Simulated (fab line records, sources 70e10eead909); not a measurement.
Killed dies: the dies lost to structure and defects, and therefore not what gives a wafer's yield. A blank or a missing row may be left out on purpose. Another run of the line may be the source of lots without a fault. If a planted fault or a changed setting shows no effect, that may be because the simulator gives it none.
fab line records    flow nandHarc
record lots=14  wafers=42  lastDay=24
route steps=1159 shown P_M2@345 P_BONDPAD@353
lots that met no fault: taken from a fault-free run of the same line
startH: start of the lot's first displayed wafer, in hours after the record's first day    waitH: how many hours have passed since the lot's step before this one    " repeats the value in the row above    L1.1+2: a single row standing in for several wafers    - either no value or no given start    * or withheld: withheld    < > ~ a bound
route shown NAME@n: a module of which the file shows steps, and the number in the route of the first    usual: mean/standard deviation taken from wafers without a fault    same: alike in all rows    chamber/n: place in a boat    sites: each site's reading    _std_site: the values' standard deviation    _edge_site: inner sites' mean taken away from outer sites' mean    radiusMm: for every site, how far away it sits from the centre of the wafer    mask NAME#n: copy n    behind: the most recent tool/chamber to have shaped the wafer    hold: reason for holding the lot/hours on hold/outcome of the hold    device: which transistor (n, p or np) failed to switch    end of line: the tests these same wafers got at the end of their route    where a step has no rows: the recipe by itself    killed: count of dies lost to structure and defects at first sort (not the wafer's yield)    map: per-die view of a wafer (x killed, . not killed, _ where there is no die)
set.NAME: the setting that was run; set.NAME@STEP: the one run at that earlier step    model.NAME: the simulator's own value behind a step, which no gauge read
the route's steps for a sample of lots (tables are steps, rows are wafers)
services: from which hour (startH, from the record's first day; less than 0 if before it) a tool's chamber was out of use, for how many hours, and why
## steps
# step NHARC_P_M2_THK_MEAS_24
# recipe thkMeasGauge=xrf
# usual thkNm=144.4/1.9
lot.wafer  tool          chamber  startH  waitH  thkNm
L801.1     filmMetro-02  -        124.54  -      144.7
L801.2     "             -        "       "      145.5
L801.3     "             -        "       "      142.2
L802.1     filmMetro-01  -        127.94  -      144.7
L802.2     "             -        "       "      142.8
L802.4     "             -        "       "      145.4
L803.1     filmMetro-02  -        137.53  -      142.3
L803.3     "             -        "       "      141.2
L803.6     "             -        "       "      142.9
L804.3     filmMetro-02  -        141.07  -      146.1
L804.4     "             -        "       "      148.8
L804.6     "             -        "       "      145.2
L806.2     filmMetro-01  -        154.33  -      141.9
L806.4     "             -        "       "      144.3
L806.6     "             -        "       "      142.2
L809.1     filmMetro-02  -        182.25  -      146.5
L809.4     "             -        "       "      148.4
L809.5     "             -        "       "      146.4
L814.4     filmMetro-02  -        206.65  -      142.9
L814.5     "             -        "       "      143.4
L814.6     "             -        "       "      142.7
L817.1     filmMetro-02  -        224.54  -      142.5
L817.2     "             -        "       "      142.0
L817.5     "             -        "       "      140.2
L819.1     filmMetro-02  -        225.39  -      148.7
L819.2     "             -        "       "      146.8
L819.3     "             -        "       "      145.0
L818.2     filmMetro-01  -        226.38  -      142.3
L818.4     "             -        "       "      142.5
L818.6     "             -        "       "      142.6
L820.2     filmMetro-01  -        238.33  -      143.9
L820.5     "             -        "       "      147.0
L820.6     "             -        "       "      144.1
L821.4     filmMetro-01  -        244.03  -      147.4
L821.5     "             -        "       "      144.9
L821.6     "             -        "       "      146.8
L823.4     filmMetro-02  -        252.87  -      147.1
L823.5     "             -        "       "      146.3
L823.6     "             -        "       "      144.3
L824.1     filmMetro-02  -        257.68  -      143.2
L824.4     "             -        "       "      146.6
L824.6     "             -        "       "      145.9
# step NHARC_P_M2_PRE_CLEAN_32
# recipe timeS=12  tempC=370  rfPowerW=300  gas=NH3
# usual heaterPowerW=612/45  rfFwdPowerW=292.5/0.76
lot.wafer  tool      chamber  startH  waitH  heaterPowerW  rfFwdPowerW
L801.3     pecvd-01  2        124.83  0.1    686           292.0
L801.2     "         0        "       "      592           293.3
L801.1     "         1        "       "      647           291.7
L802.2     pecvd-03  1        128.18  0.1    653           292.0
L802.1     "         2        "       "      607           291.5
L802.4     "         0        "       "      593           291.4
L803.3     pecvd-01  2        138.42  0.7    682           292.0
L803.1     "         1        "       "      577           292.9
L803.6     "         0        "       "      587           292.8
L804.3     pecvd-04  1        141.32  0.1    544           292.0
L804.6     "         2        "       "      628           292.9
L804.4     "         0        "       "      526           292.1
L806.2     pecvd-01  2        154.56  0.1    723           292.6
L806.4     "         2        "       "      727           292.4
L806.6     "         0        "       "      615           292.7
L809.1     pecvd-04  2        182.50  0.1    572           293.4
L809.4     "         0        "       "      619           292.8
L809.5     "         2        "       "      548           292.4
L814.5     pecvd-01  1        206.95  0.1    650           292.2
L814.6     "         2        "       "      620           292.6
L814.4     "         0        "       "      583           292.4
L817.1     pecvd-01  1        224.78  0.1    569           292.3
L817.2     "         2        "       "      616           291.7
L817.5     "         2        "       "      632           291.8
L819.2     pecvd-04  2        225.61  0.1    667           292.8
L819.3     "         0        "       "      605           292.5
L819.1     "         1        "       "      614           292.9
L818.2     pecvd-03  0        226.61  0.1    561           292.0
L818.6     "         2        "       "      662           294.6
L818.4     "         1        "       "      549           292.3
L820.2     pecvd-03  2        238.56  0.1    604           292.9
L820.5     "         0        "       "      640           292.3
L820.6     "         1        "       "      598           292.9
L821.5     pecvd-04  0        244.29  0.1    496           292.1
L821.6     "         1        "       "      565           294.7
L821.4     "         2        "       "      602           291.6
L823.4     pecvd-03  2        253.13  0.1    588           293.3
L823.5     "         0        "       "      641           291.5
L823.6     "         1        "       "      570           293.1
L824.1     pecvd-03  2        257.93  0.1    668           293.2
L824.4     "         0        "       "      531           292.3
L824.6     "         1        "       "      631           292.7
# step NHARC_P_BONDPAD_THK_MEAS_33
# recipe thkMeasGauge=ellipsometry
# usual thkNm=200.4/1.9
lot.wafer  tool          chamber  startH  waitH  thkNm
L801.1     filmMetro-02  -        125.99  0.2    199.7
L801.2     "             -        "       "      203.7
L801.3     "             -        "       "      201.3
L802.1     filmMetro-02  -        129.39  0.2    200.4
L802.2     "             -        "       "      200.7
L802.4     "             -        "       "      199.3
L803.1     filmMetro-01  -        139.59  0.2    201.3
L803.3     "             -        "       "      197.7
L803.6     "             -        "       "      200.6
L804.3     filmMetro-01  -        142.47  0.2    197.6
L804.4     "             -        "       "      198.3
L804.6     "             -        "       "      202.2
L806.2     filmMetro-02  -        155.69  0.2    196.6
L806.4     "             -        "       "      200.5
L806.6     "             -        "       "      196.8
L809.1     filmMetro-01  -        183.62  0.2    200.5
L809.4     "             -        "       "      199.2
L809.5     "             -        "       "      196.2
L814.4     filmMetro-02  -        208.23  0.2    199.1
L814.5     "             -        "       "      200.8
L814.6     "             -        "       "      203.0
L817.1     filmMetro-01  -        225.91  0.2    202.3
L817.2     "             -        "       "      204.2
L817.5     "             -        "       "      201.5
L819.1     filmMetro-02  -        226.93  0.2    199.7
L819.2     "             -        "       "      201.5
L819.3     "             -        "       "      201.5
L818.2     filmMetro-02  -        227.73  0.2    201.4
L818.4     "             -        "       "      200.8
L818.6     "             -        "       "      202.5
L820.2     filmMetro-01  -        239.72  0.2    196.7
L820.5     "             -        "       "      198.8
L820.6     "             -        "       "      197.9
L821.4     filmMetro-02  -        245.78  0.2    201.7
L821.5     "             -        "       "      197.5
L821.6     "             -        "       "      202.4
L823.4     filmMetro-02  -        254.24  0.2    197.1
L823.5     "             -        "       "      199.2
L823.6     "             -        "       "      199.4
L824.1     filmMetro-02  -        259.07  0.2    204.0
L824.4     "             -        "       "      200.8
L824.6     "             -        "       "      201.7
# step NHARC_P_BONDPAD_PEB_07
# recipe pebTempC=128  pebTimeS=80
# usual chillPlateTempC=22.99/0.12  exhaustPa=44.9/0.93
lot.wafer  tool           chamber  startH  waitH  chillPlateTempC  exhaustPa
L801.1     lithoTrack-03  0        126.47  0.1    22.87            43.6
L801.2     "              0        "       "      22.81            46.3
L801.3     "              0        "       "      23.05            44.6
L802.1     lithoTrack-05  0        129.88  0.1    22.97            44.8
L802.2     "              0        "       "      22.79            45.7
L802.4     "              0        "       "      22.89            45.0
L803.1     lithoTrack-03  0        139.96  0.1    23.07            44.6
L803.3     "              0        "       "      22.99            43.7
L803.6     "              0        "       "      22.98            43.8
L804.3     lithoTrack-07  0        142.95  0.1    23.04            43.9
L804.4     "              0        "       "      22.97            42.7
L804.6     "              0        "       "      22.91            43.2
L806.2     lithoTrack-05  0        156.05  0.1    22.88            45.9
L806.4     "              0        "       "      23.04            44.6
L806.6     "              0        "       "      23.04            44.4
L809.1     lithoTrack-03  -        184.10  0.1    -                -
L809.4     "              -        "       "      -                -
L809.5     "              -        "       "      -                -
L814.4     lithoTrack-03  -        208.72  0.0    -                -
L814.5     "              -        "       "      -                -
L814.6     "              -        "       "      -                -
L817.1     lithoTrack-03  0        226.39  0.1    22.83            44.5
L817.2     "              0        "       "      22.79            43.3
L817.5     "              0        "       "      22.82            44.7
L819.1     lithoTrack-07  0        227.28  0.1    22.86            45.6
L819.2     "              0        "       "      22.90            45.1
L819.3     "              0        "       "      22.83            45.1
L818.2     lithoTrack-03  0        228.09  0.1    22.88            44.3
L818.4     "              0        "       "      23.06            44.2
L818.6     "              0        "       "      22.99            44.8
L820.2     lithoTrack-03  0        240.20  0.1    22.86            44.5
L820.5     "              0        "       "      22.95            45.1
L820.6     "              0        "       "      22.83            44.5
L821.4     lithoTrack-03  0        246.27  0.0    23.26            43.3
L821.5     "              0        "       "      23.02            43.7
L821.6     "              0        "       "      23.01            44.5
L823.4     lithoTrack-07  0        254.60  0.0    23.06            44.7
L823.5     "              0        "       "      22.80            43.5
L823.6     "              0        "       "      22.93            44.2
L824.1     lithoTrack-05  0        259.55  0.1    23.19            45.0
L824.4     "              0        "       "      23.09            45.1
L824.6     "              0        "       "      23.03            45.0
## services
tool           chamber  startH  hours  kind
pecvd-03       -        111.35  13.0   pm
pecvd-03       0        111.35  13.0   ventCycle
pecvd-03       1        111.35  13.0   ventCycle
pecvd-03       2        111.35  13.0   ventCycle
pecvd-03       0        124.35  -      clean
pecvd-03       1        124.35  -      clean
pecvd-03       2        124.35  -      clean
pecvd-03       -        149.67  1.2    repair
lithoTrack-07  -        189.00  7.0    pm
pecvd-04       -        195.19  13.0   pm
pecvd-04       0        195.19  13.0   ventCycle
pecvd-04       1        195.19  13.0   ventCycle
pecvd-04       2        195.19  13.0   ventCycle
pecvd-04       0        208.19  -      clean
lithoTrack-03  -        213.00  7.0    pm
pecvd-01       -        237.00  13.0   pm
pecvd-01       0        237.00  13.0   ventCycle
pecvd-01       1        237.00  13.0   ventCycle
pecvd-01       2        237.00  13.0   ventCycle
lithoTrack-05  -        237.01  7.0    pm
pecvd-04       -        239.60  1.4    repair
pecvd-01       0        250.00  -      clean
pecvd-01       1        250.00  -      clean
pecvd-01       2        250.00  -      clean
## key
firstSign step=NHARC_P_BONDPAD_PEB_07  reading=toolRecord  direction=missing
effect none on later readings
metAt NHARC_P_BONDPAD_PEB_07
struckLots L809,L814
laterRowsLeftOut L809.1,L809.4,L809.5,L814.4,L814.5,L814.6
sortLeftOut L809.1,L809.4,L809.5,L814.4,L814.5,L814.6
notActingAt NHARC_P_M2_THK_MEAS_24,NHARC_P_M2_PRE_CLEAN_32,NHARC_P_BONDPAD_THK_MEAS_33
onsetBetween 139.96 184.10
fault kind=skippedStepWhole  tool=lithoTrack-03  chamber=-  onsetH=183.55  steps=NHARC_P_BONDPAD_PEB_07  scope=struckLotsOnly
# sortLeftOut: the simulated sort isn't trusted on such a fault, so these wafers' sort isn't shown, and their yield isn't known
# laterRowsLeftOut: the simulator's readings of these wafers behind a module that went badly wrong aren't trusted and aren't shown, but for the sort
